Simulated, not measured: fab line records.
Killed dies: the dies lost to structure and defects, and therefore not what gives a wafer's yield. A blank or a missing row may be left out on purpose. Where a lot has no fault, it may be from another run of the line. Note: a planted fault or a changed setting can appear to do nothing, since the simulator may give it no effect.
Lot-split experiment + flow n5Finfet + 21 wafers read from 7 lots, route of 1938 steps

## THE SPLIT
At N5_BEOL_M0_SAQP_SPACER2_ALD_26 (deposits SiO2, target thk 15 nm, pulse time 1 s, purge time 2 s), the setting targetThkA was moved away from the recipe's 150 angstrom on 6 of the 21 wafers read, by -8.3% to +11.5%. All remaining wafers had this setting at the recipe value.

## FROM THE SPLIT TO THE READING: what the file shows between them, 2 steps
- N5_BEOL_M0_SAQP_SPACER2_ETCHBACK_27: etches SiO2 in CHF3/O2, target depth 22.5 nm, time 11.25 s
- N5_BEOL_M0_SAQP_MANDREL2_REMOVE_110: chemistry HBr/Cl2/O2, target a-Si, stops on SiCN, bt time 10 s

## THE READING
Shown in nm: cdNm at N5_BEOL_M0_SAQP_CD_MEAS_29, with target cd 14.4 nm. Fault-free wafers of this fab line usually give 14.96 nm, standard deviation 0.26 nm.

| wafer  | tool, chamber at the split | targetThkA as run, angstrom | against the recipe | cdNm, nm | against lot-mates on the recipe |
|--------|----------------------------|-----------------------------|--------------------|----------|---------------------------------|
| L075.1 | aldSin-03, 2               | 150                         | recipe             | 14.75    | -                               |
| L075.2 | aldSin-03, 3,1             | 150                         | recipe             | 14.85    | -                               |
| L075.4 | aldSin-03, 3,1             | 150                         | recipe             | 15.13    | -                               |
| L081.2 | aldSin-04, 0,3,0           | 150                         | recipe             | 15.54    | -                               |
| L081.4 | aldSin-04, 0,3,0           | 150                         | recipe             | 14.68    | -                               |
| L081.6 | aldSin-04, 0,3,0           | 150                         | recipe             | 15.03    | -                               |
| L084.1 | aldSin-03, 1               | 150                         | recipe             | 14.73    | -                               |
| L084.5 | aldSin-03, 2               | 165.9                       | +10.6%             | 16.72    | +1.90                           |
| L084.6 | aldSin-03, 1               | 150                         | recipe             | 14.90    | -                               |
| L086.1 | aldSin-03, 3               | 137.5                       | -8.3%              | 13.38    | -1.44                           |
| L086.4 | aldSin-03, 2               | 150                         | recipe             | 14.82    | -                               |
| L086.5 | aldSin-03, 3               | 137.5                       | -8.3%              | 13.33    | -1.49                           |
| L090.1 | aldSin-03, 1               | 167.3                       | +11.5%             | 16.87    | +2.05                           |
| L090.2 | aldSin-03, 3,0             | 150                         | recipe             | 14.59    | -                               |
| L090.4 | aldSin-03, 3,0             | 150                         | recipe             | 15.05    | -                               |
| L095.1 | aldSin-04, 2,3,1           | 150                         | recipe             | 15.09    | -                               |
| L095.2 | aldSin-04, 2,3,1           | 150                         | recipe             | 15.36    | -                               |
| L095.3 | aldSin-04, 2,3,1           | 150                         | recipe             | 15.23    | -                               |
| L096.1 | aldSin-04, 3               | 150                         | recipe             | 14.61    | -                               |
| L096.2 | aldSin-04, 1,0             | 156.6                       | +4.4%              | 15.70    | +1.09                           |
| L096.6 | aldSin-04, 1,0             | 156.6                       | +4.4%              | 15.52    | +0.91                           |
If several chambers appear in one row, that row covers several wafers at once and the file leaves open which wafer was in which chamber.

FIT RESULTS
A straight line over all 21 wafers: cdNm changes by +0.174 nm for each +1% of targetThkA; r = +0.96; the points scatter about the line by 0.25 nm.
The same after taking each lot's own level away (the mean of its wafers on the recipe; 21 wafers): +0.181 nm for each +1%; r = +0.98; scatter 0.19 nm.
That fit puts the effect of the largest move of targetThkA on the reading at 2.1 nm.
Across the lots, their own levels run from 14.610 to 15.227 nm, a range of 2.4 times the standard deviation given above.
So the lot-to-lot level changes the slope little: the two slopes agree.
Check: with one of the wafers moved furthest among these (+11.5%) left out of the fit, the line predicts +2.15 nm for it against its lot-mates. Against them it came out at +2.05 nm.

## FURTHER SPLITS ON THESE WAFERS
Before the reading, these wafers also passed through other splits. Each is held against what the fit with the lots' levels taken away leaves over:
| other split on the same wafers     | wafers away from the commonest value | r with cdNm (lot level and that fit taken away) |
|------------------------------------|--------------------------------------|-------------------------------------------------|
| N5_GATE_CUT_HM_DEP_46 timeS        | 6                                    | -0.19                                           |
| N5_GATE_CUT_ALD_22 aldCycles       | 6                                    | +0.20                                           |
| N5_GATE_CUT_CMP_23 platenRpm       | 7                                    | +0.14                                           |
| N5_MOL_CONTACT_COAG_ALD_27 timeS   | 6                                    | -0.28                                           |
| N5_MOL_CONTACT_COAG_PECVD_31 timeS | 6                                    | -0.02                                           |

## THE WHOLE CHAIN: every reading that the file lists as answering this split, in the file's order
| step                                | what it does                                                    | reading                                                                                    | change (the file's fit)               | r (the file's) |
|-------------------------------------|-----------------------------------------------------------------|--------------------------------------------------------------------------------------------|---------------------------------------|----------------|
| N5_BEOL_M0_SAQP_SPACER2_ALD_26      | deposits SiO2, target thk 15 nm, pulse time 1 s, purge time 2 s | SiO2_of_BEOL_M0_SAQP_SPACER2_ALD_26.thkNm (the simulator's own value, which no gauge read) | +0.148 nm for each +1% of the setting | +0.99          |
| N5_BEOL_M0_SAQP_MANDREL2_REMOVE_110 | chemistry HBr/Cl2/O2, target a-Si, stops on SiCN, bt time 10 s  | BEOL_M0_SAQP.cdNm (the simulator's own value, which no gauge read)                         | +0.164 nm for each +1% of the setting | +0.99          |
| N5_BEOL_M0_SAQP_CD_MEAS_29          | target cd 14.4 nm                                               | cdNm                                                                                       | +0.181 nm for each +1% of the setting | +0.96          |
| N5_BEOL_M0_ETCH_138                 | etches SiCN in CH3F/O2, target depth 12 nm, time 31.6 s         | SiO2_of_BEOL_M0_SAQP_SPACER2_ALD_26.thkNm (the simulator's own value, which no gauge read) | +0.14 nm for each +1% of the setting  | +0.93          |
| N5_BEOL_M0_HM_OPEN_105              | chemistry Cl2/BCl3, target TiN, target depth 12 nm              | SiO2_of_BEOL_M0_SAQP_SPACER2_ALD_26.thkNm (the simulator's own value, which no gauge read) | +0.126 nm for each +1% of the setting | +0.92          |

## FILE'S OWN FIT
cdNm changes by +0.181 nm for each +1% of targetThkA, r = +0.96.
